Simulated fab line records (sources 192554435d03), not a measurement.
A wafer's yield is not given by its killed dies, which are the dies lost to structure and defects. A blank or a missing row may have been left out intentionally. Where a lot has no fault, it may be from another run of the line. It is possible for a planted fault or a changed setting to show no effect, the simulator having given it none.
fab line records	flow n5_finfet
record lots=7	wafers=39
route steps=1938 shown BEOL_M13@1705 MIM_BOT@1833
start_h: start of the lot's first displayed wafer, in hours after the record's first day	wait_h: hours elapsed since this lot's preceding step	" repeats the value in the row above	L1.1+2: one row covering several wafers at once	- value missing, or start not given	* or withheld: withheld	< > ~ a bound
route shown NAME@n: a module of which the file shows steps, and the number in the route of the first	usual: mean/standard deviation taken from wafers without a fault	same: alike in all rows	chamber/n: place in a boat	sites: per-site readings	_std_site: how widely they spread, as a standard deviation	_edge_site: mean of outer sites minus mean of inner sites	radius_mm: for every site, how far away it sits from the centre of the wafer	mask NAME#n: copy n	behind: tool/chamber where the wafer was last shaped	hold: reason for holding the lot/hours on hold/outcome of the hold	device: the transistor (n, p or np) that didn't switch	end of line: tests of these same wafers at the route's end	step lacking rows: just its recipe	killed: count of dies lost to structure and defects at first sort (not the wafer's yield)	map: dies across one wafer; x = killed, . = not, _ = none there
set.NAME: the setting the step ran with; set.NAME@STEP: the setting that earlier step ran with	model.NAME: the simulator's own value behind a step, which no gauge read
lots where settings were altered on purpose, with a table for each step and a row for each wafer
## steps
# step N5_BEOL_M13_SPUTTER_43
# recipe material=TaN	target_thk_a=150	temp_c=50	bias_v=168.6	power_w=15000	chamber_pressure_pa=0.12	time_s=24.19
lot.wafer	tool	chamber	start_h	wait_h	set.time_s	model.TaN_of_BEOL_M13_SPUTTER_43.thk_nm
L076.1+2+3+4+5	pvd_sputter-03	-	259.46	0.0	24.19	15
L076.6	"	-	"	"	24.19	15.2
L079.1+2	pvd_sputter-01	-	278.31	0.0	24.19	14.8
L079.5	"	-	"	"	24.19	15
L078.1+4	pvd_sputter-01	-	279.15	0.0	24.19	15
L078.2+3+5	"	-	"	"	30.51	19
L078.6	"	-	"	"	24.19	15.2
L088.1+5+6	pvd_sputter-02	-	341.27	0.0	24.19	14.8
L088.2+3+4	"	-	"	"	35.86	22
L092.1+4+5	pvd_sputter-02	-	357.54	0.0	24.19	15.2
L092.2+3	"	-	"	"	15.55	9.8
L092.6	"	-	"	"	15.55	9.6
L093.1+2+5	pvd_sputter-02	-	357.98	0.0	36.54	22.4
L093.3+4+6	"	-	"	"	24.19	14.8
L096.1+6	pvd_sputter-02	-	383.89	0.0	34.8	21.4
L096.2+4	"	-	"	"	24.19	14.8
L096.3	"	-	"	"	34.8	21.2
L096.5	"	-	"	"	24.19	15
# step N5_BEOL_M13_SPUTTER_44
# recipe material=Ta	target_thk_a=100	temp_c=50	bias_v=80	power_w=15000	chamber_pressure_pa=0.07	time_s=16.13
# step N5_BEOL_M13_SPUTTER_45
# recipe material=Cu	target_thk_a=800	temp_c=-20	bias_v=60	power_w=26000	chamber_pressure_pa=0.13	time_s=13.33
# step N5_BEOL_M13_ECD_47
# recipe material=Cu	target_thk_a=9360
# step N5_BEOL_M13_ANNEAL_48
# recipe temp_c=225	time_s=90	ambient=N2
# step N5_BEOL_M13_CMP_49
# recipe stop_on=SiOC	t_overpolish_s=17.1	down_force_psi=1	platen_rpm=50	clearing_platen_down_force_psi=1.5	clearing_platen_rpm=50	post_cmp_clean=cu_alkaline	target_thk_nm=420	clearing_platen_pad_velocity_m_s=0.99484	pad_velocity_m_s=0.99484
# usual barrier_field_endpoint_s=30.4/0.64
lot.wafer	tool	chamber	start_h	wait_h	set.time_s@BEOL_M13_SPUTTER_43	barrier_field_endpoint_s
L076.3	cmp-04	0	260.20	0.2	24.19	29.7
L076.4	"	1	"	"	24.19	31.1
L076.1	"	2	"	"	24.19	29.7
L076.2	"	3	"	"	24.19	31.0
L076.6	"	0	"	"	24.19	30.0
L076.5	"	1	"	"	24.19	30.9
L079.1	cmp-01	3	279.09	0.3	24.19	30.3
L079.2	"	1	"	"	24.19	29.6
L079.5	"	3	"	"	24.19	30.6
L078.4	cmp-04	0	279.89	0.1	24.19	30.6
L078.2	"	1	"	"	30.51	35.5
L078.1	"	2	"	"	24.19	30.6
L078.3	"	3	"	"	30.51	35.8
L078.6	"	0	"	"	24.19	30.7
L078.5	"	1	"	"	30.51	35.8
L088.3	cmp-02	3	342.33	0.2	35.86	39.2
L088.2	"	0	"	"	35.86	40.0
L088.4	"	1	"	"	35.86	40.2
L088.1	"	2	"	"	24.19	30.3
L088.5	"	3	"	"	24.19	30.8
L088.6	"	0	"	"	24.19	31.0
L092.2	cmp-02	3	358.44	0.2	15.55	25.0
L092.4	"	0	"	"	24.19	31.3
L092.3	"	1	"	"	15.55	24.7
L092.1	"	2	"	"	24.19	31.1
L092.6	"	3	"	"	15.55	24.6
L092.5	"	0	"	"	24.19	31.5
L093.2	cmp-01	2	358.72	0.2	36.54	40.4
L093.3	"	3	"	"	24.19	31.3
L093.1	"	0	"	"	36.54	41.6
L093.4	"	1	"	"	24.19	30.7
L093.6	"	2	"	"	24.19	30.7
L093.5	"	3	"	"	36.54	40.4
L096.4	cmp-04	1	384.62	0.1	24.19	29.5
L096.3	"	2	"	"	34.8	37.5
L096.1	"	3	"	"	34.8	38.7
L096.2	"	0	"	"	24.19	29.9
L096.6	"	1	"	"	34.8	37.8
L096.5	"	2	"	"	24.19	29.6
# step N5_MIM_BOT_SPUTTER_00
# recipe material=TiN	target_thk_a=350	temp_c=200	power_w=3000	chamber_pressure_pa=0.49996	gas=Ar	reactive_partial_pa=0.37997	time_s=89.7
lot.wafer	tool	chamber	start_h	wait_h	set.target_thk_a	model.TiN_of_MIM_BOT_SPUTTER_00.thk_nm
L076.1+4	pvd_sputter-02	-	274.13	0.0	350	35
L076.2+5+6	"	-	"	"	264.9	26.4
L076.3	"	-	"	"	350	34.8
L079.1	pvd_sputter-03	-	297.28	0.0	350	34.8
L079.2+5	"	-	"	"	350	35
L078.1+5+6	pvd_sputter-02	-	297.38	0.0	419.5	42
L078.2+3	"	-	"	"	350	35.2
L078.4	"	-	"	"	350	35.4
L088.1+4+5	pvd_sputter-02	-	363.69	0.0	350	34.8
L088.2+3	"	-	"	"	350	34.6
L088.6	"	-	"	"	350	34.4
L092.1	pvd_sputter-03	-	371.91	0.0	350	35.6
L092.2	"	-	"	"	350	35.2
L092.3	"	-	"	"	195.7	20.4
L092.4	"	-	"	"	195.7	19.8
L092.5	"	-	"	"	195.7	20
L092.6	"	-	"	"	350	35.4
L093.1+3	pvd_sputter-03	-	375.29	0.0	350	35.4
L093.2+5	"	-	"	"	192.1	19.6
L093.4	"	-	"	"	192.1	19.4
L093.6	"	-	"	"	350	35
L096.1	pvd_sputter-01	-	401.22	0.0	350	34.4
L096.2	"	-	"	"	423.7	42
L096.3	"	-	"	"	350	35.2
L096.4	"	-	"	"	423.7	42.2
L096.5	"	-	"	"	350	34.8
L096.6	"	-	"	"	423.7	42.4
## key
split step=N5_BEOL_M13_SPUTTER_43	setting=time_s	stated=24.19	by=wafer
response step=N5_BEOL_M13_SPUTTER_43	reading=model.TaN_of_BEOL_M13_SPUTTER_43.thk_nm	change=+0.149	per=1%	r=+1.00
response step=N5_BEOL_M13_CMP_49	reading=barrier_field_endpoint_s	change=+0.19	per=1%	r=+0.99
split step=N5_MIM_BOT_SPUTTER_00	setting=target_thk_a	stated=350	by=wafer
response step=N5_MIM_BOT_SPUTTER_00	reading=model.TiN_of_MIM_BOT_SPUTTER_00.thk_nm	change=+0.348	per=1%	r=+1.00
